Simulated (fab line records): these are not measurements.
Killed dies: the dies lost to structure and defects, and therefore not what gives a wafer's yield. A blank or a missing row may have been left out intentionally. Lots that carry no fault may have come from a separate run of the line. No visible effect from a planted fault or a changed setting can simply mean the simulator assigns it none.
Which tool did it? + flow n5_finfet + Sampling: 9 lots, 27 wafers, 5 of 1938 route steps

## WHAT EACH GAUGE READ, for each wafer
N5_BEOL_M4_RC_MEAS_101. Usual: DIBL_N 36.0 mV/V, standard deviation 1.7; DIBL_P 36.2 mV/V, standard deviation 1.9; IOFF_N 0.154 nA/um, standard deviation 0.028; IOFF_P 0.21 nA/um, standard deviation 0.036; ION_N 675 uA/um, standard deviation 11; ION_P 463 uA/um, standard deviation 8.3; SS_N 71.4 mV/dec, standard deviation 0.63; SS_P 73.2 mV/dec, standard deviation 0.55; VT_N 250.2 mV, standard deviation 3; VT_P -251 mV, standard deviation 3.7.
| lot  | measured     | on        | DIBL_N (mV/V)  | DIBL_P (mV/V)  | IOFF_N (nA/um)    | IOFF_P (nA/um) | ION_N (uA/um) | ION_P (uA/um) | SS_N (mV/dec)  | SS_P (mV/dec)  | VT_N (mV)         | VT_P (mV)      | flag |
|------|--------------|-----------|----------------|----------------|-------------------|----------------|---------------|---------------|----------------|----------------|-------------------|----------------|------|
| L832 | day 9 05:26  | prober-01 | 35.0 38.3 39.0 | 33.2 38.5 38.7 | 0.116 0.186 0.196 | 0.17 0.26 0.26 | 670 688 700   | 455 474 477   | 71.2 72.9 72.4 | 73.0 73.9 73.9 | 252.2 245.6 245.2 | -252 -247 -246 |      |
| L836 | day 11 22:34 | prober-01 | 38.5 34.9 37.2 | 40.8 36.2 39.1 | 0.191 0.124 0.178 | 0.23 0.17 0.20 | 689 654 700   | 469 455 465   | 71.7 71.2 71.2 | 73.7 73.0 74.1 | 247.8 255.7 246.3 | -248 -254 -252 |      |
| L838 | day 12 05:21 | prober-01 | 36.9 35.5 36.7 | 37.4 35.5 36.4 | 0.154 0.126 0.142 | 0.20 0.18 0.18 | 673 660 670   | 455 455 455   | 71.7 72.1 71.4 | 73.4 72.6 73.1 | 252.1 252.8 250.3 | -252 -252 -254 |      |
| L843 | day 13 12:22 | prober-02 | 35.6 37.3 38.7 | 36.0 38.0 38.1 | 0.124 0.157 0.185 | 0.18 0.21 0.22 | 651 668 668   | 450 456 457   | 71.6 72.5 72.8 | 72.4 72.9 73.2 | 252.7 251.6 248.1 | -252 -251 -249 |      |
| L848 | day 14 18:20 | prober-01 | 34.8 32.6 35.5 | 35.1 32.5 35.8 | 0.140 0.105 0.151 | 0.18 0.15 0.20 | 665 658 662   | 452 454 457   | 71.5 70.6 70.9 | 73.5 73.3 73.1 | 250.6 256.1 249.8 | -255 -255 -253 |      |
| L850 | day 15 04:00 | prober-01 | 35.2 33.8 36.6 | 32.4 32.5 35.7 | 0.128 0.107 0.150 | 0.17 0.17 0.22 | 662 669 673   | 459 462 466   | 70.8 70.2 71.1 | 72.1 72.8 72.9 | 256.1 258.0 251.3 | -253 -255 -248 |      |
| L851 | day 15 06:22 | prober-01 | 35.8 36.0 39.1 | 35.9 36.7 38.8 | 0.150 0.158 0.214 | 0.18 0.20 0.23 | 663 665 697   | 453 462 468   | 71.1 71.2 71.9 | 72.5 72.8 73.2 | 251.4 247.5 244.7 | -251 -249 -251 |      |
| L853 | day 15 08:19 | prober-01 | 36.7 37.2 36.0 | 35.6 37.2 34.8 | 0.158 0.174 0.164 | 0.24 0.26 0.23 | 666 677 686   | 465 471 477   | 71.5 71.2 71.5 | 73.4 73.7 73.0 | 252.7 247.7 248.4 | -247 -243 -247 |      |
| L854 | day 15 11:02 | prober-02 | 36.1 35.9 37.9 | 36.9 34.8 39.6 | 0.145 0.148 0.192 | 0.21 0.19 0.25 | 660 662 697   | 455 456 471   | 71.4 71.4 72.3 | 73.0 72.7 73.9 | 253.2 252.0 247.7 | -253 -252 -249 |      |

## WHAT TOOL EACH LOT RAN ON (gives the tool, then ch and the chambers of the sampled wafers, and finally the start)
| lot  | N5_PMOS_HMC_CHANNEL_EPI_STRIP_33  | N5_PMOS_HMC_CHANNEL_EPI_ETCH_38 | N5_PMOS_HMC_CHANNEL_EPI_CMP_21 | N5_PMOS_HMC_CHANNEL_EPI_EPI_26 |
|------|-----------------------------------|---------------------------------|--------------------------------|--------------------------------|
| L832 | rie_diel-04 ch 2,3, day 1 23:23   | rie_si-06 ch 0,1,3, day 1 23:41 | cmp-02 ch 0,2, day 2 01:13     | epi_rpcvd-03 ch 0, day 2 01:37 |
| L836 | rie_diel-06 ch 0,2, day 2 23:52   | rie_si-06 ch 0,1,3, day 3 00:10 | cmp-01 ch 0,3, day 3 01:41     | epi_rpcvd-03 ch 0, day 3 02:05 |
| L838 | rie_diel-02 ch 1,2, day 3 11:14   | rie_si-04 ch 0,1,3, day 3 11:34 | cmp-02 ch 1,2, day 3 13:05     | epi_rpcvd-01 ch 0, day 3 13:29 |
| L843 | rie_diel-02 ch 0,2,3, day 4 18:14 | rie_si-02 ch 0,1,3, day 4 18:34 | cmp-03 ch 0,1,3, day 4 20:29   | epi_rpcvd-01 ch 0, day 4 20:58 |
| L848 | rie_diel-06 ch 0,1,2, day 6 01:02 | rie_si-02 ch 0,1,2, day 6 01:20 | cmp-02 ch 1,2,3, day 6 02:58   | epi_rpcvd-04 ch 0, day 6 03:19 |
| L850 | rie_diel-06 ch 0,3, day 6 12:57   | rie_si-04 ch 1,2,3, day 6 13:15 | cmp-03 ch 0,1, day 6 15:12     | epi_rpcvd-03 ch 0, day 6 15:40 |
| L851 | rie_diel-02 ch 1,2,3, day 6 20:11 | rie_si-06 ch 0,2,3, day 6 20:29 | cmp-03 ch 1,2,3, day 6 22:25   | epi_rpcvd-04 ch 0, day 6 22:50 |
| L853 | rie_diel-02 ch 2,3, day 7 06:40   | rie_si-02 ch 1,2,3, day 7 06:58 | cmp-01 ch 0,1,2, day 7 08:34   | epi_rpcvd-01 ch 0, day 7 10:44 |
| L854 | rie_diel-04 ch 1,2, day 7 12:19   | rie_si-02 ch 1,2,3, day 7 12:37 | cmp-03 ch 0,2,3, day 7 14:13   | epi_rpcvd-04 ch 0, day 7 14:33 |
- N5_PMOS_HMC_CHANNEL_EPI_STRIP_33: strips in N2/H2.
- N5_PMOS_HMC_CHANNEL_EPI_ETCH_38: etches SiO2 in CF4, target depth 1.5 nm.
- N5_PMOS_HMC_CHANNEL_EPI_CMP_21: polishes SiGe30, target thk 54 nm.
- N5_PMOS_HMC_CHANNEL_EPI_EPI_26: deposits Si from SiH4/H2, target thk 3.8 nm, time 22.7 s.

## AS READ BY THE TOOLS THEMSELVES (means over the sampled wafers that have a number; for cases with no such wafer, the mark the record gives instead)
N5_PMOS_HMC_CHANNEL_EPI_STRIP_33. Usual: for drypump_motor_current_A, 5.6 A with a standard deviation of 0.35; for h2_flow_sccm, 299.9 sccm with a standard deviation of 0.94; for oes_product_au, 0.74 a.u. with a standard deviation of 0.056; for power_w, 500.1 W with a standard deviation of 1.5; for rf_vpp_V, 54.2 V with a standard deviation of 1.6; for showerhead_plenum_p_Torr, 3.33 Torr with a standard deviation of 0.1; for throttle_valve_pct, 19.0 % with a standard deviation of 0.34.
| lot  | tool        | drypump_motor_current_A (A) | h2_flow_sccm (sccm) | oes_product_au (a.u.) | power_w (W) | rf_vpp_V (V) | showerhead_plenum_p_Torr (Torr) | throttle_valve_pct (%) | flag |
|------|-------------|-----------------------------|---------------------|-----------------------|-------------|--------------|---------------------------------|------------------------|------|
| L832 | rie_diel-04 | 5.4                         | 299.7               | 0.74                  | 501.8       | 53.7         | 3.47                            | 19.3                   |      |
| L836 | rie_diel-06 | 5.1                         | 299.1               | 0.73                  | 500.3       | 54.4         | 3.44                            | 19.0                   |      |
| L838 | rie_diel-02 | 5.7                         | 299.8               | 0.73                  | 501.3       | 55.4         | 3.31                            | 18.6                   |      |
| L843 | rie_diel-02 | 5.5                         | 299.9               | 0.74                  | 499.6       | 54.1         | 3.37                            | 19.1                   |      |
| L848 | rie_diel-06 | 5.3                         | 300.4               | 0.81                  | 499.4       | 52.4         | 3.33                            | 18.7                   |      |
| L850 | rie_diel-06 | 5.1                         | 300.1               | 0.86                  | 499.7       | 52.7         | 3.27                            | 18.7                   |      |
| L851 | rie_diel-02 | 5.7                         | 300.2               | 0.72                  | 499.5       | 54.0         | 3.29                            | 18.9                   |      |
| L853 | rie_diel-02 | 5.6                         | 299.1               | 0.73                  | 500.8       | 55.0         | 3.32                            | 19.2                   |      |
| L854 | rie_diel-04 | 5.6                         | 300.4               | 0.73                  | 500.2       | 55.4         | 3.41                            | 19.5                   |      |

N5_PMOS_HMC_CHANNEL_EPI_ETCH_38. Usual: bias_w 400.1 W, standard deviation 1; drypump_motor_current_A 5.8 A, standard deviation 0.41; oes_product_au 1.002 a.u., standard deviation 0.024; throttle_valve_pct 21.73 %, standard deviation 0.27.
| lot  | tool      | bias_w (W) | drypump_motor_current_A (A) | oes_product_au (a.u.) | throttle_valve_pct (%) | flag |
|------|-----------|------------|-----------------------------|-----------------------|------------------------|------|
| L832 | rie_si-06 | 400.1      | 5.8                         | 0.970                 | 22.01                  |      |
| L836 | rie_si-06 | 393.3      | 5.8                         | 0.968                 | 22.02                  | OFF  |
| L838 | rie_si-04 | 399.7      | 5.7                         | 1.004                 | 21.63                  |      |
| L843 | rie_si-02 | 400.9      | 6.2                         | 1.016                 | 21.64                  |      |
| L848 | rie_si-02 | 399.9      | 6.1                         | 1.013                 | 21.51                  |      |
| L850 | rie_si-04 | 399.7      | 5.7                         | 1.012                 | 21.45                  |      |
| L851 | rie_si-06 | 400.6      | 5.6                         | 0.984                 | 22.01                  |      |
| L853 | rie_si-02 | 400.3      | 6.2                         | 1.005                 | 21.64                  |      |
| L854 | rie_si-02 | 399.9      | 6.2                         | 0.996                 | 21.63                  |      |

N5_PMOS_HMC_CHANNEL_EPI_CMP_21. Usual: edge_zone_pressure_frac 1.000, standard deviation 0.0048; motor_current_A 12.3 A, standard deviation 0.68.
| lot  | tool   | edge_zone_pressure_frac | motor_current_A (A) | flag |
|------|--------|-------------------------|---------------------|------|
| L832 | cmp-02 | 1.002                   | 12.2                |      |
| L836 | cmp-01 | 0.996                   | 12.4                |      |
| L838 | cmp-02 | 1.001                   | 12.2                |      |
| L843 | cmp-03 | 1.003                   | 12.1                |      |
| L848 | cmp-02 | 1.000                   | 11.9                |      |
| L850 | cmp-03 | 1.002                   | 12.3                |      |
| L851 | cmp-03 | 1.001                   | 12.5                |      |
| L853 | cmp-01 | 0.996                   | 12.3                |      |
| L854 | cmp-03 | 1.000                   | 12.5                |      |

N5_PMOS_HMC_CHANNEL_EPI_EPI_26. Usual: throttle_valve_pct at 10.82 %, with a standard deviation of 0.29.
| lot  | tool         | throttle_valve_pct (%) | flag |
|------|--------------|------------------------|------|
| L832 | epi_rpcvd-03 | 10.98                  |      |
| L836 | epi_rpcvd-03 | 10.86                  |      |
| L838 | epi_rpcvd-01 | 10.39                  |      |
| L843 | epi_rpcvd-01 | 10.52                  |      |
| L848 | epi_rpcvd-04 | 11.11                  |      |
| L850 | epi_rpcvd-03 | 10.83                  |      |
| L851 | epi_rpcvd-04 | 11.19                  |      |
| L853 | epi_rpcvd-01 | 10.58                  |      |
| L854 | epi_rpcvd-04 | 10.99                  |      |

## THE ANSWER, worked out from the rows above alone
Rule: a lot is off if the mean of its wafers that have a number lies more than 3 standard deviations from the usual mean. Also off: a lot with no number at a reading for which 4 or more lots have one. Any other lot the step has rows for is counted as sound. After the gauges, taken in route order, come the tools' own readings; for these a lot's mean is taken, as printed above. At the first step where some lot is off, the reading lying furthest off is the one used; lots without a number count as furthest.
Off at N5_PMOS_HMC_CHANNEL_EPI_ETCH_38 (bias_w): L836.
If a tool, at that step or one of the process steps before it, ran each lot that is off and ran no sound lot following the first of them, it fits. No candidate that was tried fits.

## WHAT HAD BEEN PUT IN BY THE SIMULATOR
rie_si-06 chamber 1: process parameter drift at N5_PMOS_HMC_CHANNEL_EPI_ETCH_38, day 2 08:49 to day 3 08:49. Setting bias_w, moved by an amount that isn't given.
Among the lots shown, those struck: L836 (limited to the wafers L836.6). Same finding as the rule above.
